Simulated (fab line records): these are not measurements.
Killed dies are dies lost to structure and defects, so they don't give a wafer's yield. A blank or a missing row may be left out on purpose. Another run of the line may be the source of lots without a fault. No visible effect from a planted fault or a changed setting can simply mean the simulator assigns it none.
Chamber matching / flow nandHarc / 4 sister chambers for NHARC_P_BONDPAD_STRIP_15 on rieDiel-08
The step strips in O2. 18 wafers are shown with their chamber, then 9 later ones without.

== WAFERS, EACH WITH ITS CHAMBER ==
wafer=L618.2; chamber=1; showerheadPlenumPTorr (Torr)=3.43; oesProductAu (a.u.)=0.996; rfVppV (V)=56.7
wafer=L618.4; chamber=3; showerheadPlenumPTorr (Torr)=3.39; oesProductAu (a.u.)=0.986; rfVppV (V)=56.7
wafer=L618.6; chamber=3; showerheadPlenumPTorr (Torr)=3.39; oesProductAu (a.u.)=0.981; rfVppV (V)=56.1
wafer=L621.2; chamber=3; showerheadPlenumPTorr (Torr)=3.39; oesProductAu (a.u.)=0.974; rfVppV (V)=56.7
wafer=L621.3; chamber=0; showerheadPlenumPTorr (Torr)=3.63; oesProductAu (a.u.)=1.001; rfVppV (V)=57.6
wafer=L621.5; chamber=2; showerheadPlenumPTorr (Torr)=3.58; oesProductAu (a.u.)=1.004; rfVppV (V)=57.7
wafer=L623.3; chamber=3; showerheadPlenumPTorr (Torr)=3.39; oesProductAu (a.u.)=0.988; rfVppV (V)=57.7
wafer=L623.4; chamber=1; showerheadPlenumPTorr (Torr)=3.43; oesProductAu (a.u.)=0.992; rfVppV (V)=57.8
wafer=L623.5; chamber=3; showerheadPlenumPTorr (Torr)=3.39; oesProductAu (a.u.)=0.992; rfVppV (V)=56.9
wafer=L625.1; chamber=2; showerheadPlenumPTorr (Torr)=3.58; oesProductAu (a.u.)=0.997; rfVppV (V)=58.4
wafer=L625.2; chamber=1; showerheadPlenumPTorr (Torr)=3.43; oesProductAu (a.u.)=0.990; rfVppV (V)=57.6
wafer=L626.2; chamber=3; showerheadPlenumPTorr (Torr)=3.38; oesProductAu (a.u.)=0.992; rfVppV (V)=56.4
wafer=L630.1; chamber=2; showerheadPlenumPTorr (Torr)=3.58; oesProductAu (a.u.)=1.002; rfVppV (V)=57.7
wafer=L630.3; chamber=1; showerheadPlenumPTorr (Torr)=3.43; oesProductAu (a.u.)=0.993; rfVppV (V)=55.7
wafer=L630.4; chamber=3; showerheadPlenumPTorr (Torr)=3.38; oesProductAu (a.u.)=0.997; rfVppV (V)=57.9
wafer=L633.1; chamber=1; showerheadPlenumPTorr (Torr)=3.42; oesProductAu (a.u.)=1.002; rfVppV (V)=54.8
wafer=L633.2; chamber=3; showerheadPlenumPTorr (Torr)=3.38; oesProductAu (a.u.)=0.992; rfVppV (V)=57.5
wafer=L633.6; chamber=1; showerheadPlenumPTorr (Torr)=3.42; oesProductAu (a.u.)=0.994; rfVppV (V)=58.9

SIGNATURES (averages over the wafers above)
reading=showerheadPlenumPTorr; chamber 0=3.6300; chamber 1=3.4267; chamber 2=3.5800; chamber 3=3.3862; scatter within a chamber=0.00479
reading=oesProductAu; chamber 0=1.00100; chamber 1=0.99450; chamber 2=1.00100; chamber 3=0.98775; scatter within a chamber=0.00592
reading=rfVppV; chamber 0=57.600; chamber 1=56.917; chamber 2=57.933; chamber 3=56.987; scatter within a chamber=1.02
Rule: distance of a wafer from a chamber = root of the sum over the readings of ((wafer's reading minus chamber's mean) / reading's scatter) squared. The wafer belongs to the nearest chamber; if the next one is less than 2 further off, it can't be placed. The scatter: take each reading less its chamber's mean, square it, sum over the shown wafers, divide by the number of wafers less the number of chambers, and take the root.

== WAFERS WITHOUT THEIR CHAMBER ==
wafer=L638.3; showerheadPlenumPTorr (Torr)=3.43; oesProductAu (a.u.)=0.994; rfVppV (V)=57.4
wafer=L638.4; showerheadPlenumPTorr (Torr)=3.38; oesProductAu (a.u.)=0.990; rfVppV (V)=58.4
wafer=L638.5; showerheadPlenumPTorr (Torr)=3.38; oesProductAu (a.u.)=0.987; rfVppV (V)=58.9
wafer=L639.1; showerheadPlenumPTorr (Torr)=3.38; oesProductAu (a.u.)=1.000; rfVppV (V)=56.4
wafer=L639.2; showerheadPlenumPTorr (Torr)=3.63; oesProductAu (a.u.)=0.997; rfVppV (V)=58.9
wafer=L639.4; showerheadPlenumPTorr (Torr)=3.58; oesProductAu (a.u.)=0.996; rfVppV (V)=58.1
wafer=L641.2; showerheadPlenumPTorr (Torr)=3.42; oesProductAu (a.u.)=1.000; rfVppV (V)=57.6
wafer=L641.5; showerheadPlenumPTorr (Torr)=3.42; oesProductAu (a.u.)=0.995; rfVppV (V)=56.9
wafer=L641.6; showerheadPlenumPTorr (Torr)=3.63; oesProductAu (a.u.)=0.996; rfVppV (V)=57.5

== CHAMBER TAKEN BY EACH ==
wafer=L638.3; from the rows above=1; in truth=1
wafer=L638.4; from the rows above=3; in truth=3
wafer=L638.5; from the rows above=3; in truth=3
wafer=L639.1; from the rows above=3; in truth=3
wafer=L639.2; from the rows above=0; in truth=0
wafer=L639.4; from the rows above=2; in truth=2
wafer=L641.2; from the rows above=1; in truth=1
wafer=L641.5; from the rows above=1; in truth=1
wafer=L641.6; from the rows above=0; in truth=0
9 of 9 placed correctly. Can't be placed from these rows: 0. Wrongly placed: 0.
